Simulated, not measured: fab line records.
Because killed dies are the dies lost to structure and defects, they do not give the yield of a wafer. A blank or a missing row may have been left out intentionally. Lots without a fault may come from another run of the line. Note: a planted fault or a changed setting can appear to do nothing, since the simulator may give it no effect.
Matching of chambers    flow nand harc    NHARC_A_STAIRCASE_DESCUM_443 on rie diel-04: 4 sister chambers
The step chemistry O2, time 3 s. 20 wafers are shown with their chamber, then 10 later ones without.

## WAFERS, EACH WITH ITS CHAMBER
wafer   chamber  drypump motor current A (A)  showerhead plenum p Torr (Torr)  rf vpp V (V)
L074.3  3        6.0                          1.86                             58.2
L074.4  0        6.0                          1.78                             56.9
L074.6  2        6.3                          1.85                             56.9
L076.1  2        6.3                          1.84                             57.6
L076.4  1        6.8                          1.97                             58.8
L076.6  1        6.8                          1.97                             59.0
L077.1  0        6.0                          1.78                             56.2
L077.3  1        6.7                          1.97                             58.2
L077.5  0        6.0                          1.78                             56.5
L080.3  3        6.0                          1.86                             57.5
L080.4  2        6.3                          1.84                             57.6
L080.5  2        6.3                          1.84                             57.7
L083.1  3        6.0                          1.85                             57.7
L083.2  1        6.7                          1.96                             56.9
L083.6  3        6.0                          1.85                             58.5
L086.2  0        6.0                          2.08                             59.5
L086.4  1        6.8                          1.96                             58.7
L086.6  2        6.3                          1.83                             57.9
L089.2  0        6.1                          2.07                             59.0
L089.3  1        6.7                          1.96                             57.6

SIGNATURES (averages over the wafers above)
reading                   chamber 0  chamber 1  chamber 2  chamber 3  scatter within a chamber
drypump motor current A   6.020      6.750      6.300      6.000      0.0379
showerhead plenum p Torr  1.8980     1.9650     1.8400     1.8550     0.081
rf vpp V                  57.620     58.200     57.540     57.975     0.926
Rule: distance of a wafer from a chamber = root of the sum over the readings of ((wafer's reading minus chamber's mean) / reading's scatter) squared. If the next closest chamber is less than 2 further off than the closest, the wafer can't be placed; otherwise it belongs to the closest. The scatter: the root of (the sum of the squares of (reading less its chamber's mean) over the shown wafers, divided by (wafers less chambers)).

## WAFERS WHOSE CHAMBER IS MISSING
wafer   drypump motor current A (A)  showerhead plenum p Torr (Torr)  rf vpp V (V)
L089.4  6.0                          1.85                             56.8
L089.1  6.3                          1.83                             57.5
L089.5  6.0                          1.85                             57.7
L089.6  6.1                          2.07                             59.3
L092.1  6.4                          1.83                             56.8
L092.3  6.8                          1.95                             57.4
L092.6  6.7                          1.95                             57.8
L094.1  6.7                          1.95                             58.8
L094.2  6.0                          1.84                             57.1
L094.4  6.3                          1.82                             56.9

## CHAMBER TAKEN BY EACH
wafer   from the rows above      in truth
L089.4  can't be placed: 0 or 3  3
L089.1  2                        2
L089.5  can't be placed: 3 or 0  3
L089.6  can't be placed: 0 or 3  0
L092.1  2                        2
L092.3  1                        1
L092.6  1                        1
L094.1  1                        1
L094.2  can't be placed: 3 or 0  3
L094.4  2                        2
Correctly placed: 6 of 10. From these rows, 4 cannot be placed; in 4 the true chamber is one of the candidates. Wrongly placed: 0.
